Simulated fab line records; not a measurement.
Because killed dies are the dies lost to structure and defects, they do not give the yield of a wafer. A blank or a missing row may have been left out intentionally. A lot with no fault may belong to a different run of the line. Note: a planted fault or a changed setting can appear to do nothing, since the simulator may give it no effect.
fab line records + flow n5-finfet
record
- lots=5
- wafers=15
- last-day=16
route steps=1938 shown MOL_CONTACT_COAG@547 BEOL_M4@1111 PASSIVATION@1936
lots that met no fault: from a run of the same line without faults
start-h: hours from the record's first day to the start of the lot's first wafer shown + wait-h: time in hours since the lot's previous step + " as in the row above + L1.1+2: one row covering several wafers at once + - no value, or no start given + * or withheld: withheld + < > ~ a bound
route shown NAME@n: NAME is a module with steps in the file, n the number in the route of the first one + usual: average and standard deviation across the fault-free wafers + same: alike in all rows + chamber/n: place in a boat + sites: the reading at each site + _std_site: how widely they spread, as a standard deviation + _edge_site: the outer-site mean with the inner-site mean subtracted + radius-mm: how far each site lies from the wafer's centre + mask NAME#n: copy n + behind: the last tool/chamber to shape the wafer + hold: what put the lot on hold/how long, in hours/how the hold closed + device: which transistor (n, p or np) failed to switch + end of line: the tests these same wafers got at the end of their route + a step with no rows: only its recipe + killed: the dies lost at the first sort to structure and to defects; this is not the yield of the wafer + map: dies across one wafer; x = killed, . = not, _ = none there
set.NAME: the run value of the setting; set.NAME@STEP: its run value at that earlier step + model.NAME: the simulator's own value behind a step, which no gauge read
a table for each step, a row for each wafer; lots at some steps of the route
services: when a tool's chamber went out of use (start-h, in hours from the record's first day, below 0 if earlier), for how many hours, and the reason
## steps
# step N5_MOL_CONTACT_COAG_SPUTTER_143
# recipe
- material=Co
- target-thk-a=25
- temp-c=25
- chamber-pressure-pa=0.2
# step N5_MOL_CONTACT_COAG_CO_FILL_22
# recipe
- material=Co
- target-thk-a=200
- temp-c=200
- precursor=CCTBA/H2
- pressure-torr=30
# step N5_MOL_CONTACT_COAG_ANNEAL_113
# recipe
- temp-c=400
- time-s=300
- ambient=H2/N2
# step N5_MOL_CONTACT_COAG_PRE_CLEAN_142
# recipe
- gas=H2/He
- time-s=60
- temp-c=300
# step N5_MOL_CONTACT_COAG_SPUTTER_130
# recipe
- material=Co
- target-thk-a=475
- temp-c=25
- chamber-pressure-pa=0.5
- power-w=3000
# step N5_MOL_CONTACT_COAG_PRECLEAN_125
# recipe
- chemistry=DIW
- time-s=57.5
- temp-c=23
# step N5_MOL_CONTACT_COAG_SRD_126
# recipe
- dry-time-s=32
- dry=n2-spin
- spin-rpm=1500
# step N5_MOL_CONTACT_COAG_CMP_23
# recipe
- stop-on=SiO2
- t-overpolish-s=1.5
- post-cmp-clean=cu-alkaline
- down-force-psi=2
- platen-rpm=50.289
- pad-velocity-m-s=1.0006
- target-thk-nm=0
# step N5_MOL_CONTACT_COAG_WET_ETCH_26
# recipe
- target=Co
- target-depth-nm=13
# step N5_MOL_CONTACT_COAG_WET_ETCH_116
# recipe
- chemistry=SC1-inhibited
- target-depth-nm=4.6
- dry=ipa-marangoni
- rinse-time-s=30
- rinse-temp-c=23
# step N5_MOL_CONTACT_COAG_ALD_27
# recipe
- material=SiOC
- target-thk-a=170
- temp-c=400
- ald-precursor-family=carbosiloxane
- ald-co-reactant=H2-plasma
- pulse-time-s=1.5
- time-s=2720
- purge-time-s=2
- co-reactant-purge-time-s=2
- ald-cycles=340
- pressure-torr=2
# usual
- ald-cycles=340/0
- heater-power-w=825/68
- precursor-pulse-height-rel=1.000/0.018
- run-length-s=2769.7/0.47
- time-s=2720/0
| lot.wafer | tool       | chamber | start-h | wait-h | ald-cycles | heater-power-w | precursor-pulse-height-rel | run-length-s | time-s | model.SiOC_of_MOL_CONTACT_COAG_ALD_27.thk-nm |
|-----------|------------|---------|---------|--------|------------|----------------|----------------------------|--------------|--------|----------------------------------------------|
| L686.3    | ald-sin-03 | 1       | 99.55   | 0.0    | 340        | 822            | 0.991                      | 2769.4       | 2720   | 17                                           |
| L686.4    | "          | 2       | "       | "      | 340        | 876            | 1.008                      | 2769.5       | 2720   | 17                                           |
| L686.6    | "          | 0       | "       | "      | 340        | 884            | 1.016                      | 2768.9       | 2720   | 17                                           |
| L693.1    | ald-sin-03 | 3       | 139.64  | 0.0    | 169        | 877            | 1.016                      | 1401.8       | 1352   | 8.4                                          |
| L693.2    | "          | 2       | "       | "      | 340        | 891            | 1.012                      | 2770.4       | 2720   | 17                                           |
| L693.4    | "          | 0       | "       | "      | 340        | 905            | 1.000                      | 2769.5       | 2720   | 17                                           |
| L694.2    | ald-sin-03 | 2       | 144.97  | 0.0    | 340        | 879            | 1.033                      | 2769.4       | 2720   | 17                                           |
| L694.4    | "          | 0       | "       | "      | 340        | 882            | 1.016                      | 2769.5       | 2720   | 17.2                                         |
| L694.6    | "          | 3       | "       | "      | 169        | 881            | 0.987                      | 1402.5       | 1352   | 8.4                                          |
| L697.4    | ald-sin-03 | 3       | 165.54  | 0.6    | 340        | 850            | 1.007                      | 2769.7       | 2720   | 17                                           |
| L697.5    | "          | 1       | "       | "      | 169        | 826            | 1.017                      | 1401.7       | 1352   | 8.6                                          |
| L697.6    | "          | 0       | "       | "      | 169        | 899            | 1.029                      | 1401.0       | 1352   | 8.4                                          |
| L704.1    | ald-sin-01 | 2       | 205.15  | 0.0    | 340        | 946            | 1.040                      | 2769.7       | 2720   | 17.2                                         |
| L704.2    | "          | 1       | "       | "      | 340        | 782            | 1.008                      | 2769.0       | 2720   | 17                                           |
| L704.5    | "          | 2       | "       | "      | 340        | 950            | 1.003                      | 2769.5       | 2720   | 17                                           |
# step N5_MOL_CONTACT_COAG_CMP_28
# recipe
- stop-on=SiNx
- t-overpolish-s=0.85
- post-cmp-clean=alkaline-brush
- down-force-psi=4.15
- platen-rpm=51.8
- pad-velocity-m-s=1.0307
- target-thk-nm=14.522
# usual
- motor-current-A=12.3/1.7
| lot.wafer | tool   | chamber | start-h | wait-h | motor-current-A | model.SiOC_of_MOL_CONTACT_COAG_ALD_27.thk-nm |
|-----------|--------|---------|---------|--------|-----------------|----------------------------------------------|
| L686.3    | cmp-03 | 3       | 101.15  | 0.8    | 15.8            | 13.6                                         |
| L686.4    | "      | 1       | "       | "      | 11.1            | 12.2                                         |
| L686.6    | "      | 2       | "       | "      | 14.0            | 13.6                                         |
| L693.2    | cmp-01 | 3       | 141.20  | 0.8    | 10.1            | 15.6                                         |
| L693.1    | "      | 0       | "       | "      | 13.3            | 8.4                                          |
| L693.4    | "      | 1       | "       | "      | 10.9            | 15.2                                         |
| L694.4    | cmp-02 | 2       | 146.54  | 0.8    | 11.3            | 13.6                                         |
| L694.2    | "      | 3       | "       | "      | 12.1            | 14.8                                         |
| L694.6    | "      | 3       | "       | "      | 12.4            | 8.4                                          |
| L697.4    | cmp-01 | 0       | 167.22  | 0.9    | 12.9            | 12.8                                         |
| L697.6    | "      | 1       | "       | "      | 11.0            | 8.4                                          |
| L697.5    | "      | 2       | "       | "      | 11.4            | 8.6                                          |
| L704.1    | cmp-03 | 1       | 206.76  | 0.8    | 10.3            | 15                                           |
| L704.2    | "      | 3       | "       | "      | 15.7            | 14.4                                         |
| L704.5    | "      | 0       | "       | "      | 12.7            | 15.2                                         |
# step N5_MOL_CONTACT_COAG_ALD_123
# recipe
- material=SiNx
- target-thk-a=50
- temp-c=400
- ald-precursor-family=SiH2I2
- ald-co-reactant=N2/H2-plasma
- pulse-time-s=1
- purge-time-s=2
- co-reactant-purge-time-s=2
- ald-cycles=100
- pressure-torr=2
# step N5_MOL_CONTACT_COAG_PECVD_31
# recipe
- material=SiO2
- target-thk-a=460
- temp-c=400
- precursor=TEOS/O2
- pressure-torr=6.5
- rf-w=withheld
- teos-flow-sccm=withheld
- gas=O2
- flow-sccm=2650
- time-s=8.9
# step N5_MOL_CONTACT_COAG_COAT_75
# recipe
- resist=SOC
- temp-c=250
- time-s=60
- spin-rpm=1500
- resist-thk-nm=60
# step N5_MOL_CONTACT_COAG_COAT_76
# recipe
- resist=SiARC
- temp-c=220
- time-s=60
- spin-rpm=1500
- resist-thk-nm=10
# step N5_MOL_CONTACT_COAG_COAT_77
# recipe
- resist=underlayer
- temp-c=205
- time-s=60
- spin-rpm=1500
- resist-thk-nm=10
# step N5_MOL_CONTACT_COAG_COAT_78
# recipe
- resist=CAR-EUV
- spin-rpm=1500
- resist-thk-nm=40
# step N5_MOL_CONTACT_COAG_EBR_80
# recipe
- solvent=PGMEA
- ebr-width-mm=1.5
# step N5_MOL_CONTACT_COAG_SOFTBAKE_79
# recipe
- temp-c=110
- time-s=60
- resist=CAR-EUV
# step N5_MOL_CONTACT_COAG_EXPOSE_81
# recipe
- mask-id=VG
- na=0.33
- source-shape=annular
- sigma-inner=0.3
- sigma-outer=0.7
- polarization=unpolarized
- defocus-nm=0
- dose-mj=59.5
# step N5_MOL_CONTACT_COAG_PEB_82
# recipe
- peb-temp-c=100
- peb-time-s=60
- resist=CAR-EUV
# step N5_MOL_CONTACT_COAG_DEVELOP_83
# recipe
- develop-time-s=30
- developer=TMAH
- resist=CAR-EUV
- rinse-liquid=surfactant-rinse
- dry=air-spin
- dev-temp-c=23
# step N5_MOL_CONTACT_COAG_DESCUM_88
# recipe
- chemistry=O2
- time-s=7
- source-power-w=50
- bias-power-w=20
- pressure-mtorr=20
- rf-frequency-hz=2.712e+07
- temp-c=40
- resist=CAR-EUV
- o2-flow-sccm=225
# step N5_MOL_CONTACT_COAG_ETCH_89
# recipe
- chemistry=N2/H2
- target=underlayer
- target-depth-a=130
- mask-material=CAR-EUV
- time-s=10.4
- ion-energy-ev=200
- pressure-mtorr=30
- source-w=840
- bias-w=150
- n2-flow-sccm=200
- h2-flow-sccm=200
- ends=cleared
# step N5_MOL_CONTACT_COAG_ETCH_90
# recipe
- chemistry=CF4
- target=SiARC
- target-depth-a=130
- mask-material=CAR-EUV
- time-s=21.7
- ion-energy-ev=80
- pressure-mtorr=40
- source-w=545
- bias-w=36
- Ar_flow_sccm=100
- cf4-flow-sccm=100
- ends=cleared
# step N5_MOL_CONTACT_COAG_ALD_131
# recipe
- material=SiO2
- target-thk-a=50
- temp-c=100
- ald-precursor-family=BDEAS
- ald-co-reactant=O2-plasma
- pulse-time-s=1
- co-reactant-pulse-time-s=1
- purge-time-s=2
- co-reactant-purge-time-s=2
- ald-cycles=35
- pressure-torr=2
# step N5_MOL_CONTACT_COAG_ETCHBACK_132
# recipe
- chemistry=CHF3
- target=SiO2
- target-depth-a=100
- time-s=6.7
- ion-energy-ev=200
- pressure-mtorr=30
- source-w=610
- bias-w=170
- Ar_flow_sccm=200
- CHF3_flow_sccm=50
# step N5_MOL_CONTACT_COAG_ETCH_91
# recipe
- chemistry=N2/H2
- target=SOC
- target-depth-a=600
- overetch-a=210
- mask-material=SiARC
- temp-c=40
- time-s=101.2
- ion-energy-ev=200
- pressure-mtorr=30
- source-w=840
- bias-w=150
- n2-flow-sccm=200
- h2-flow-sccm=200
# step N5_MOL_CONTACT_COAG_STRIP_92
# recipe
- chemistry=N2/H2
- temp-c=40
- n2-flow-sccm=200
- h2-flow-sccm=200
- rf-frequency-hz=6e+07
# step N5_MOL_CONTACT_COAG_STRIP_93
# recipe
- chemistry=N2/H2
- temp-c=40
- n2-flow-sccm=200
- h2-flow-sccm=200
- rf-frequency-hz=6e+07
# step N5_MOL_CONTACT_COAG_ETCHBACK_135
# recipe
- chemistry=CHF3
- target=SiO2
- target-depth-a=250
- time-s=16.7
- ion-energy-ev=200
- pressure-mtorr=30
- source-w=610
- bias-w=170
- Ar_flow_sccm=200
- CHF3_flow_sccm=50
# step N5_MOL_CONTACT_COAG_STRIP_118
# recipe
- chemistry=CHF3
- resist=SiARC
- rf-frequency-hz=6e+07
# step N5_MOL_CONTACT_COAG_VIA_ETCH_46
# recipe
- chemistry=C4F6/O2
- target-depth-a=460
- overetch-a=92
- mask-material=SOC
- target=SiO2
- bias-w=455
- pressure-mtorr=10
- time-s=40
- source-w=325
- Ar_flow_sccm=300
- C4F6_flow_sccm=10
- O2_flow_sccm=10
- ion-energy-ev=575.3
- ends=end-point
# step N5_MOL_CONTACT_COAG_STRIP_96
# recipe
- chemistry=N2/H2
- power-w=500
- temp-c=40
- pressure-mtorr=50
- rf-frequency-hz=6e+07
- overash-fraction=0.3
- bias-power-w=28
- h2-frac=0.5
- n2-flow-sccm=300
- h2-flow-sccm=300
# step N5_MOL_CONTACT_COAG_ETCH_47
# recipe
- chemistry=CH3F/O2
- target=SiNx
- target-depth-a=270
- mask-material=SiO2
- stop-on=W
- over-etch-frac=0.2
- ion-energy-ev=120
- endpoint=OES-CN
- pressure-mtorr=30
- source-w=395
- bias-w=73
- Ar_flow_sccm=150
- CH3F_flow_sccm=30
- O2_flow_sccm=20
- ends=end-point
# step N5_MOL_CONTACT_COAG_ETCH_48
# recipe
- chemistry=C4F6/O2
- target-depth-a=150
- overetch-a=45
- mask-material=SOC
- target=SiOC
- bias-w=465
- pressure-mtorr=10
- time-s=17
- source-w=335
- Ar_flow_sccm=300
- C4F6_flow_sccm=10
- O2_flow_sccm=10
- ion-energy-ev=576
# usual
- C4F6_flow_sccm=10.003/0.029
- drypump-motor-current-A=5.7/0.5
- oes_ar_750_au=0.77/0.081
- oes-product-au=0.65/0.071
- rf-vpp-V=1589/9.4
- showerhead-plenum-p-Torr=2.80/0.039
- throttle-valve-pct=40.55/0.28
| lot.wafer | tool        | chamber | start-h | wait-h | C4F6_flow_sccm | drypump-motor-current-A | oes_ar_750_au | oes-product-au | rf-hours-counter-h | rf-vpp-V | showerhead-plenum-p-Torr | throttle-valve-pct | model.etch.depth-nm |
|-----------|-------------|---------|---------|--------|----------------|-------------------------|---------------|----------------|--------------------|----------|--------------------------|--------------------|---------------------|
| L686.3    | rie-diel-05 | 3       | 105.88  | 0.0    | 9.931          | 5.7                     | 0.72          | 0.59           | 187                | 1587     | 2.82                     | 40.93              | 13.67               |
| L686.4    | "           | 1       | "       | "      | 10.023         | 6.0                     | 0.72          | 0.55           | 229                | 1600     | 2.81                     | 40.66              | 12.12               |
| L686.6    | "           | 3       | "       | "      | 10.028         | 5.8                     | 0.72          | 0.59           | -                  | 1585     | 2.82                     | 40.93              | 13.54               |
| L693.1    | rie-diel-01 | 3       | 149.48  | 0.0    | 10.018         | 4.8                     | 0.74          | 0.48           | 183                | 1599     | 2.83                     | 40.68              | 8.476               |
| L693.2    | "           | 1       | "       | "      | 10.027         | 5.7                     | 0.70          | 0.62           | 223                | 1597     | 2.80                     | 40.47              | 15.67               |
| L693.4    | "           | 3       | "       | "      | 10.019         | 4.8                     | 0.74          | 0.64           | -                  | 1598     | 2.83                     | 40.75              | 15.24               |
| L694.2    | rie-diel-01 | 0       | 152.88  | 0.0    | 10.019         | 6.6                     | 0.88          | 0.75           | 37                 | 1590     | 2.78                     | 40.12              | 14.75               |
| L694.4    | "           | 1       | "       | "      | 9.971          | 5.7                     | 0.70          | 0.57           | -                  | 1598     | 2.80                     | 40.47              | 13.58               |
| L694.6    | "           | 3       | "       | "      | 10.053         | 4.8                     | 0.75          | 0.48           | -                  | 1600     | 2.83                     | 40.70              | 8.381               |
| L697.4    | rie-diel-01 | 0       | 170.69  | 0.0    | 9.996          | 6.5                     | 0.86          | 0.69           | 45                 | 1590     | 2.78                     | 40.11              | 12.88               |
| L697.5    | "           | 3       | "       | "      | 10.012         | 4.8                     | 0.74          | 0.48           | -                  | 1597     | 2.82                     | 40.70              | 8.524               |
| L697.6    | "           | 0       | "       | "      | 9.944          | 6.5                     | 0.86          | 0.57           | -                  | 1590     | 2.78                     | 40.06              | 8.409               |
| L704.1    | rie-diel-02 | 0       | 210.26  | 0.0    | 10.022         | 5.6                     | 0.77          | 0.66           | 123                | 1584     | 2.75                     | 40.61              | 14.91               |
| L704.2    | "           | 2       | "       | "      | 9.986          | 6.0                     | 0.73          | 0.62           | 182                | 1572     | 2.83                     | 41.06              | 14.47               |
| L704.5    | "           | 3       | "       | "      | 10.042         | 6.0                     | 0.76          | 0.65           | -                  | 1587     | 2.85                     | 40.30              | 15.16               |
# step N5_BEOL_M4_RC_MEAS_101
# usual
- DIBL_N=36.5/1.4
- DIBL_P=36.5/1.6
- IOFF_N=0.163/0.022
- IOFF_P=0.219/0.029
- ION_N=675/8.3
- ION_P=464/6.2
- SS_N=71.5/0.52
- SS_P=73.4/0.57
- VT_N=249.7/2.6
- VT_P=-250/3
| lot.wafer | tool      | chamber | start-h | wait-h | DIBL_N[mV/V] | DIBL_P[mV/V] | IOFF_N[nA/um] | IOFF_P[nA/um] | ION_N[uA/um] | ION_P[uA/um] | SS_N[mV/dec] | SS_P[mV/dec] | VT_N[mV] | VT_P[mV] |
|-----------|-----------|---------|---------|--------|--------------|--------------|---------------|---------------|--------------|--------------|--------------|--------------|----------|----------|
| L686.3    | prober-02 | 0       | 165.29  | 0.7    | 36.7         | 35.8         | 0.147         | 0.195         | 672          | 460          | 71.0         | 72.1         | 252.0    | -250     |
| L686.4    | "         | 0       | "       | "      | 37.4         | 37.4         | 0.170         | 0.224         | 679          | 465          | 71.5         | 73.7         | 248.7    | -248     |
| L686.6    | "         | 0       | "       | "      | 36.9         | 36.6         | 0.160         | 0.207         | 668          | 462          | 71.7         | 73.0         | 249.6    | -252     |
| L693.1    | prober-01 | 0       | 213.01  | 0.0    | 35.2         | 35.1         | 0.147         | 0.180         | 673          | 462          | 71.7         | 72.9         | 250.7    | -253     |
| L693.2    | "         | 0       | "       | "      | 34.9         | 34.8         | 0.145         | 0.179         | 675          | 461          | 71.0         | 72.5         | 252.5    | -252     |
| L693.4    | "         | 0       | "       | "      | 36.8         | 37.2         | 0.177         | 0.200         | 680          | 461          | 72.1         | 73.4         | 246.7    | -250     |
| L694.2    | prober-01 | 0       | 214.85  | 0.2    | 36.9         | 36.2         | 0.167         | 0.253         | 685          | 473          | 71.2         | 73.3         | 249.1    | -244     |
| L694.4    | "         | 0       | "       | "      | 34.2         | 33.7         | 0.129         | 0.213         | 673          | 468          | 71.0         | 72.0         | 252.0    | -248     |
| L694.6    | "         | 0       | "       | "      | 35.3         | 34.5         | 0.141         | 0.221         | 681          | 469          | 71.2         | 72.5         | 248.7    | -248     |
| L697.4    | prober-02 | 0       | 232.44  | 0.5    | 38.3         | 38.4         | 0.217         | 0.288         | 693          | 475          | 71.7         | 73.1         | 245.6    | -242     |
| L697.5    | "         | 0       | "       | "      | 37.1         | 38.1         | 0.190         | 0.275         | 686          | 478          | 71.1         | 73.4         | 245.2    | -246     |
| L697.6    | "         | 0       | "       | "      | 36.1         | 37.9         | 0.180         | 0.271         | 684          | 476          | 70.4         | 73.4         | 247.6    | -242     |
| L704.1    | prober-01 | 0       | 282.69  | 0.0    | 39.3         | 40.7         | 0.207         | 0.254         | 679          | 466          | 72.0         | 75.2         | 246.7    | -249     |
| L704.2    | "         | 0       | "       | "      | 39.1         | 41.1         | 0.204         | 0.262         | 684          | 470          | 71.9         | 73.8         | 247.3    | -249     |
| L704.5    | "         | 0       | "       | "      | 38.5         | 40.1         | 0.188         | 0.236         | 686          | 469          | 71.7         | 74.2         | 246.6    | -251     |
# step N5_PASSIVATION_PROBE_49
# usual
- defect-limited-yield=91.2/1.6
- killed_at_M0_to_M3=33/11
- killed_at_M4_up=15/6.2
- killed-at-contacts=15/7.1
- killed-at-front-end=38/12
- killed-at-other=4/3.5
- killed-dies=104/19
- killed-on-rim=14/4
- killed-open=69/14
- killed-short=34/8.5
- sort_bin_5_function=5.2/0.99
- sort_bin_6_memory=3.3/0.77
- sort-n-pass=1076/19
- sort-yield-pct=91.2/1.6
# same
- gross-dies=1180
- killed-at-back-side=0
- sort_bin_4_leakage[%]=0
- sort_bin_8_speed[%]=0
| lot.wafer | tool      | chamber | start-h | wait-h | defect-limited-yield[%] | killed_at_M0_to_M3 | killed_at_M4_up | killed-at-contacts | killed-at-front-end | killed-at-other | killed-dies | killed-on-rim | killed-open | killed-short | sort_bin_5_function[%] | sort_bin_6_memory[%] | sort-n-pass | sort-yield-pct[%] |
|-----------|-----------|---------|---------|--------|-------------------------|--------------------|-----------------|--------------------|---------------------|-----------------|-------------|---------------|-------------|--------------|------------------------|----------------------|-------------|-------------------|
| L693.1    | prober-01 | -       | 315.90  | 0.0    | 92.7                    | 27                 | 15              | 9                  | 32                  | 3               | 86          | 9             | 48          | 38           | 3.6                    | 3.2                  | 1094        | 92.7              |
| L693.2    | prober-01 | -       | 315.95  | 0.1    | 92.5                    | 20                 | 24              | 15                 | 29                  | 0               | 88          | 10            | 59          | 22           | 4.2                    | 3.1                  | 1092        | 92.5              |
| L693.4    | prober-01 | -       | 316.05  | 0.2    | 89.9                    | 27                 | 27              | 7                  | 51                  | 7               | 119         | 16            | 60          | 55           | 6.0                    | 3.9                  | 1061        | 89.9              |
| L697.5    | prober-02 | -       | 335.26  | 0.2    | 91.4                    | 27                 | 12              | 13                 | 46                  | 4               | 102         | 15            | 71          | 31           | 5.2                    | 2.8                  | 1078        | 91.4              |
| L697.6    | prober-02 | -       | 335.31  | 0.3    | 90.7                    | 43                 | 19              | 4                  | 41                  | 3               | 110         | 21            | 74          | 35           | 6.0                    | 3.0                  | 1070        | 90.7              |
| L704.1    | prober-01 | -       | 383.24  | 0.0    | 88.2                    | 33                 | 15              | 19                 | 59                  | 13              | 139         | 19            | 94          | 45           | 5.6                    | 5.8                  | 1041        | 88.2              |
| L704.2    | prober-01 | -       | 383.29  | 0.1    | 91.3                    | 24                 | 16              | 14                 | 42                  | 7               | 103         | 11            | 70          | 33           | 4.5                    | 3.7                  | 1077        | 91.3              |
| L704.5    | prober-01 | -       | 383.44  | 0.2    | 88.6                    | 27                 | 28              | 14                 | 57                  | 8               | 134         | 15            | 84          | 49           | 6.9                    | 4.2                  | 1046        | 88.6              |
# killed by level:class
L693.1 STI_FIN_REVEAL:geometric-particle:open=10 BEOL_M0_SAQP:geometric-particle:short=9 BEOL_M0_SAQP:geometric-particle:open=8 BEOL_M4:geometric-particle:short=8 MOL_CONTACT_COAG:geometric-particle:open=7 FIN_SAQP:geometric-particle:short=5 GATE_CUT:geometric-particle:short=5 BEOL_M0:geometric-particle:open=5
L693.2 MOL_CONTACT_COAG:geometric-particle:open=14 STI_FIN_REVEAL:geometric-particle:open=8 BEOL_M4:geometric-particle:short=7 GATE_CUT:geometric-particle:open=5 BEOL_M1:geometric-particle:open=5 GATE_CUT:geometric-particle:short=4 BEOL_M4:geometric-particle:open=4 BEOL_M6:geometric-particle:open=4
L693.4 STI_FIN_REVEAL:geometric-particle:open=12 STARTING-WAFER:geometric-particle:short=9 FIN_SAQP:geometric-particle:short=8 BEOL_M0_SAQP:geometric-particle:short=7 GATE_CUT:geometric-particle:short=6 BEOL_M5:geometric-particle:open=6 DUMMY_GATE:geometric-particle:open=5 MOL_CONTACT_COAG:geometric-particle:open=5
L697.5 STI_FIN_REVEAL:geometric-particle:open=18 MOL_CONTACT_COAG:geometric-particle:open=13 BEOL_M0_SAQP:geometric-particle:short=8 FIN_SAQP:geometric-particle:open=7 BEOL_M1:geometric-particle:open=6 BEOL_M3:geometric-particle:open=5 STARTING-WAFER:geometric-particle:short=5 ILD0:geometric-particle:short=4
L697.6 BEOL_M2:geometric-particle:open=12 BEOL_M1:geometric-particle:open=11 FIN_SAQP:geometric-particle:open=10 BEOL_M4:geometric-particle:open=10 FIN_SAQP:geometric-particle:short=8 BEOL_M3:geometric-particle:open=7 BEOL_M1:geometric-particle:short=5 BEOL_M0_SAQP:geometric-particle:open=4
L704.1 STI_FIN_REVEAL:geometric-particle:open=16 MOL_CONTACT_COAG:geometric-particle:open=16 BEOL_M1:geometric-particle:open=9 BEOL_M4:geometric-particle:open=9 FIN_SAQP:geometric-particle:short=8 FIN_SAQP:geometric-particle:open=7 BEOL_M3:geometric-particle:open=7 GATE_CUT:geometric-particle:short=6
L704.2 FIN_SAQP:geometric-particle:open=13 MOL_CONTACT_COAG:geometric-particle:open=11 BEOL_M4:geometric-particle:open=11 FIN_SAQP:geometric-particle:short=10 BEOL_M1:geometric-particle:open=6 BEOL_M0:geometric-particle:open=5 BEOL_M1:geometric-particle:short=4 BEOL_M2:geometric-particle:open=4
L704.5 BEOL_M4:geometric-particle:open=20 FIN_SAQP:geometric-particle:open=17 FIN_SAQP:geometric-particle:short=12 MOL_CONTACT_COAG:geometric-particle:open=10 STI_FIN_REVEAL:geometric-particle:open=7 BEOL_M2:geometric-particle:open=7 BEOL_M1:geometric-particle:short=5 BEOL_M1:geometric-particle:open=5
## services
| tool        | chamber | start-h | hours | kind                          |
|-------------|---------|---------|-------|-------------------------------|
| ald-sin-01  | -       | 81.84   | 0.7   | repair                        |
| rie-diel-01 | 1       | 88.68   | 15.3  | repair                        |
| cmp-03      | -       | 105.77  | 0.9   | repair                        |
| cmp-03      | -       | 118.45  | 1.5   | repair                        |
| cmp-02      | -       | 121.46  | 6.8   | pm                            |
| rie-diel-01 | 1       | 126.77  | 8.7   | repair                        |
| rie-diel-01 | 2       | 136.93  | -     | clean                         |
| rie-diel-01 | 2       | 136.93  | -     | consumable-replace:focus-ring |
| rie-diel-01 | 2       | 136.93  | 22.3  | scheduled-down                |
| rie-diel-01 | 2       | 136.93  | 22.3  | vent-cycle                    |
| rie-diel-05 | 0       | 141.50  | 9.7   | repair                        |
| cmp-03      | -       | 145.48  | 0.9   | repair                        |
| ald-sin-01  | 3       | 157.56  | 52.7  | repair                        |
| rie-diel-05 | 1       | 163.92  | 15.8  | repair                        |
| cmp-01      | -       | 174.98  | 4.3   | repair                        |
| cmp-02      | -       | 183.81  | 2.2   | repair                        |
| rie-diel-05 | 1       | 184.07  | -     | clean                         |
| rie-diel-05 | 1       | 184.07  | -     | consumable-replace:focus-ring |
| rie-diel-05 | 1       | 184.07  | 21.9  | scheduled-down                |
| rie-diel-05 | 1       | 184.07  | 21.9  | vent-cycle                    |
| cmp-01      | -       | 191.12  | 1.8   | repair                        |
| rie-diel-01 | 0       | 205.00  | 10.7  | repair                        |
## key
first-sign
- step=N5_MOL_CONTACT_COAG_ALD_27
- reading=ald-cycles
- direction=down
- sigmas=99+
- usual=*
- struck=*
effect
- step=N5_MOL_CONTACT_COAG_ALD_27
- reading=time-s
- direction=down
- sigmas=99+
- usual=*
- struck=*
model-effect
- step=N5_MOL_CONTACT_COAG_ALD_27
- value=SiOC_of_MOL_CONTACT_COAG_ALD_27.thk-nm
- without=17
- struck=8.45
model-effect
- step=N5_MOL_CONTACT_COAG_CMP_28
- value=SiOC_of_MOL_CONTACT_COAG_ALD_27.thk-nm
- without=13.75
- struck=8.45
model-effect
- step=N5_MOL_CONTACT_COAG_ETCH_48
- value=etch.depth-nm
- without=13.77
- struck=8.448
met-at N5_MOL_CONTACT_COAG_ALD_27
struck-wafers L693.1,L694.6,L697.5,L697.6
onset-between 99.55 139.64
fault
- kind=process-parameter-drift
- tool=ald-sin-03
- chamber=-
- onset-h=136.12
- steps=N5_MOL_CONTACT_COAG_ALD_27
- channel=ald-cycles
- offset=*
- shape=step
- end-h=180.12
- scope=struck-wafers-only
- acts-in=*
- stated=*
